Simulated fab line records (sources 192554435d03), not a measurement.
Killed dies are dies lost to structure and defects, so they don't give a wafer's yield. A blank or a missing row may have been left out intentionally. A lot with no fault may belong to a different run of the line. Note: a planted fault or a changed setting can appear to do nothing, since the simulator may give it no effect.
Split-lot experiment || flow n5_finfet || 21 wafers read across 7 lots, on a route 1938 steps long

ABOUT THE SPLIT
At N5_BEOL_M7_HM_DEP_02 (deposits TiN, target thk 20 nm), the setting target_thk_a was moved away from the recipe's 200 angstrom on 4 of the 21 wafers read, by -9.1% to +7.0%. All remaining wafers had this setting at the recipe value.

FROM THE SPLIT TO THE READING: what the file shows between them, 16 steps
- N5_BEOL_M7_EXPOSE_08: exposes mask M7 (also split here: dose_mj)
- N5_BEOL_M7_PEB_09: peb time 60 s
- N5_BEOL_M7_DEVELOP_10: develop time 30 s
- N5_BEOL_M7_CD_MEAS_11: target cd 38.5 nm
- N5_BEOL_M7_DESCUM_16: chemistry O2, time 7.9 s
- N5_BEOL_M7_ETCH_61: etches SiARC in CF4, target depth 45.5 nm, time 75.8 s
- N5_BEOL_M7_ETCH_62: etches SOC in N2/H2, target depth 110 nm, overetch 22 nm, time 165 s
- N5_BEOL_M7_STRIP_68: strips in N2/H2
- N5_BEOL_M7_STRIP_67: strips in CF4
- N5_BEOL_M7_HM_OPEN_17: chemistry Cl2/BCl3, target TiN, target depth 20 nm, overetch 6 nm
- N5_BEOL_M7_STRIP_19: strips in O2
- N5_BEOL_M7_CD_MEAS_18: pitch 80 nm, target cd 40 nm
- N5_BEOL_M7_COAT_63: time 60 s, resist thk 60 nm
- N5_BEOL_M7_COAT_64: time 60 s, resist thk 12 nm
- N5_BEOL_M7_STRIP_76: strips in C4F6/O2
- N5_BEOL_M7_STRIP_36: strips in N2/H2

THE READING
TiN_of_BEOL_M7_HM_DEP_02.thk_nm (the simulator's own value, which no gauge read), in nm, at N5_BEOL_M7_TRENCH_ETCH_37 (etches SiCOH lowk in C4F6/O2, target depth 93.478 nm, time 31.2 s). The file gives no usual value for it. Average 17.2 nm, standard deviation 0.28 nm, over the 17 wafers here run with the recipe.

{"wafer": "L079.2", "tool, chamber at the split": "pvd_sputter-02, -", "target_thk_a as run, angstrom": 200, "against the recipe": "recipe", "TiN_of_BEOL_M7_HM_DEP_02.thk_nm, nm": 17, "against lot-mates on the recipe": "-"}
{"wafer": "L079.5", "tool, chamber at the split": "pvd_sputter-02, -", "target_thk_a as run, angstrom": 200, "against the recipe": "recipe", "TiN_of_BEOL_M7_HM_DEP_02.thk_nm, nm": 17, "against lot-mates on the recipe": "-"}
{"wafer": "L079.6", "tool, chamber at the split": "pvd_sputter-02, -", "target_thk_a as run, angstrom": 200, "against the recipe": "recipe", "TiN_of_BEOL_M7_HM_DEP_02.thk_nm, nm": 17, "against lot-mates on the recipe": "-"}
{"wafer": "L078.1", "tool, chamber at the split": "pvd_sputter-02, -", "target_thk_a as run, angstrom": 200, "against the recipe": "recipe", "TiN_of_BEOL_M7_HM_DEP_02.thk_nm, nm": 17.8, "against lot-mates on the recipe": "-"}
{"wafer": "L078.3", "tool, chamber at the split": "pvd_sputter-02, -", "target_thk_a as run, angstrom": 185.8, "against the recipe": "-7.1%", "TiN_of_BEOL_M7_HM_DEP_02.thk_nm, nm": 16.2, "against lot-mates on the recipe": -1.5}
{"wafer": "L078.5", "tool, chamber at the split": "pvd_sputter-02, -", "target_thk_a as run, angstrom": 200, "against the recipe": "recipe", "TiN_of_BEOL_M7_HM_DEP_02.thk_nm, nm": 17.6, "against lot-mates on the recipe": "-"}
{"wafer": "L081.3", "tool, chamber at the split": "pvd_sputter-01, -", "target_thk_a as run, angstrom": 200, "against the recipe": "recipe", "TiN_of_BEOL_M7_HM_DEP_02.thk_nm, nm": 17.4, "against lot-mates on the recipe": "-"}
{"wafer": "L081.6", "tool, chamber at the split": "pvd_sputter-01, -", "target_thk_a as run, angstrom": 200, "against the recipe": "recipe", "TiN_of_BEOL_M7_HM_DEP_02.thk_nm, nm": 17.4, "against lot-mates on the recipe": "-"}
{"wafer": "L081.4", "tool, chamber at the split": "pvd_sputter-01, -", "target_thk_a as run, angstrom": 213.9, "against the recipe": "+7.0%", "TiN_of_BEOL_M7_HM_DEP_02.thk_nm, nm": 18.8, "against lot-mates on the recipe": "+1.4"}
{"wafer": "L083.1", "tool, chamber at the split": "pvd_sputter-01, -", "target_thk_a as run, angstrom": 200, "against the recipe": "recipe", "TiN_of_BEOL_M7_HM_DEP_02.thk_nm, nm": 16.8, "against lot-mates on the recipe": "-"}
{"wafer": "L083.4", "tool, chamber at the split": "pvd_sputter-01, -", "target_thk_a as run, angstrom": 200, "against the recipe": "recipe", "TiN_of_BEOL_M7_HM_DEP_02.thk_nm, nm": 16.8, "against lot-mates on the recipe": "-"}
{"wafer": "L083.2", "tool, chamber at the split": "pvd_sputter-01, -", "target_thk_a as run, angstrom": 200, "against the recipe": "recipe", "TiN_of_BEOL_M7_HM_DEP_02.thk_nm, nm": 17, "against lot-mates on the recipe": "-"}
{"wafer": "L086.2", "tool, chamber at the split": "pvd_sputter-01, -", "target_thk_a as run, angstrom": 181.8, "against the recipe": "-9.1%", "TiN_of_BEOL_M7_HM_DEP_02.thk_nm, nm": 15.6, "against lot-mates on the recipe": -2.0}
{"wafer": "L086.4", "tool, chamber at the split": "pvd_sputter-01, -", "target_thk_a as run, angstrom": 200, "against the recipe": "recipe", "TiN_of_BEOL_M7_HM_DEP_02.thk_nm, nm": 17.6, "against lot-mates on the recipe": "-"}
{"wafer": "L086.6", "tool, chamber at the split": "pvd_sputter-01, -", "target_thk_a as run, angstrom": 181.8, "against the recipe": "-9.1%", "TiN_of_BEOL_M7_HM_DEP_02.thk_nm, nm": 15.4, "against lot-mates on the recipe": -2.2}
{"wafer": "L089.2", "tool, chamber at the split": "pvd_sputter-01, -", "target_thk_a as run, angstrom": 200, "against the recipe": "recipe", "TiN_of_BEOL_M7_HM_DEP_02.thk_nm, nm": 17.4, "against lot-mates on the recipe": "-"}
{"wafer": "L089.4", "tool, chamber at the split": "pvd_sputter-01, -", "target_thk_a as run, angstrom": 200, "against the recipe": "recipe", "TiN_of_BEOL_M7_HM_DEP_02.thk_nm, nm": 17, "against lot-mates on the recipe": "-"}
{"wafer": "L089.5", "tool, chamber at the split": "pvd_sputter-01, -", "target_thk_a as run, angstrom": 200, "against the recipe": "recipe", "TiN_of_BEOL_M7_HM_DEP_02.thk_nm, nm": 17.2, "against lot-mates on the recipe": "-"}
{"wafer": "L091.1", "tool, chamber at the split": "pvd_sputter-02, -", "target_thk_a as run, angstrom": 200, "against the recipe": "recipe", "TiN_of_BEOL_M7_HM_DEP_02.thk_nm, nm": 17.4, "against lot-mates on the recipe": "-"}
{"wafer": "L091.2", "tool, chamber at the split": "pvd_sputter-02, -", "target_thk_a as run, angstrom": 200, "against the recipe": "recipe", "TiN_of_BEOL_M7_HM_DEP_02.thk_nm, nm": 17.2, "against lot-mates on the recipe": "-"}
{"wafer": "L091.4", "tool, chamber at the split": "pvd_sputter-02, -", "target_thk_a as run, angstrom": 200, "against the recipe": "recipe", "TiN_of_BEOL_M7_HM_DEP_02.thk_nm, nm": 17.2, "against lot-mates on the recipe": "-"}

FIT RESULTS
A straight line over all 21 wafers: TiN_of_BEOL_M7_HM_DEP_02.thk_nm changes by +0.19 nm for each +1% of target_thk_a; r = +0.92; the points scatter about the line by 0.28 nm.
The same after taking each lot's own level away (the mean of its wafers on the recipe; 21 wafers): +0.221 nm for each +1%; r = +0.99; scatter 0.11 nm.
Per that fit: largest target_thk_a move, reading shift of 2 nm.
From 16.87 to 17.70 nm: that is the span of the lots' own levels, equal to 3.0 times the standard deviation above.
In other words, the slope is changed by the lot-to-lot level; the two fits disagree.
Check: with one of the wafers moved furthest among these (-9.1%) left out of the fit, the line predicts -2.03 nm for it against its lot-mates. Against them it came out at -2 nm.

THE OTHER SPLITS THESE WAFERS WENT THROUGH
These wafers also went through other splits before the reading. Each is held against what the fit with the lots' levels taken away leaves over:
{"other split on the same wafers": "N5_BEOL_M6_STRIP_19 temp_c", "wafers away from the commonest value": 5, "r with TiN_of_BEOL_M7_HM_DEP_02.thk_nm (lot level and that fit taken away)": "+0.04"}
{"other split on the same wafers": "N5_BEOL_M7_EXPOSE_08 dose_mj", "wafers away from the commonest value": 6, "r with TiN_of_BEOL_M7_HM_DEP_02.thk_nm (lot level and that fit taken away)": "+0.14"}

THE WHOLE CHAIN: every reading that the file lists as answering this split, in the file's order
{"step": "N5_BEOL_M7_HM_DEP_02", "what it does": "deposits TiN, target thk 20 nm", "reading": "TiN_of_BEOL_M7_HM_DEP_02.thk_nm (the simulator's own value, which no gauge read)", "change (the file's fit)": "+0.213 nm for each +1% of the setting", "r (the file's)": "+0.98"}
{"step": "N5_BEOL_M7_HM_OPEN_17", "what it does": "chemistry Cl2/BCl3, target TiN, target depth 20 nm, overetch 6 nm", "reading": "etch.depth_nm (the simulator's own value, which no gauge read)", "change (the file's fit)": "+0.215 nm for each +1% of the setting", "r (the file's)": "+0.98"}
{"step": "N5_BEOL_M7_TRENCH_ETCH_37", "what it does": "etches SiCOH lowk in C4F6/O2, target depth 93.478 nm, time 31.2 s", "reading": "TiN_of_BEOL_M7_HM_DEP_02.thk_nm (the simulator's own value, which no gauge read)", "change (the file's fit)": "+0.218 nm for each +1% of the setting", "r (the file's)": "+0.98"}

THE FILE'S OWN FIT
TiN_of_BEOL_M7_HM_DEP_02.thk_nm changes by +0.218 nm for each +1% of target_thk_a, r = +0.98.
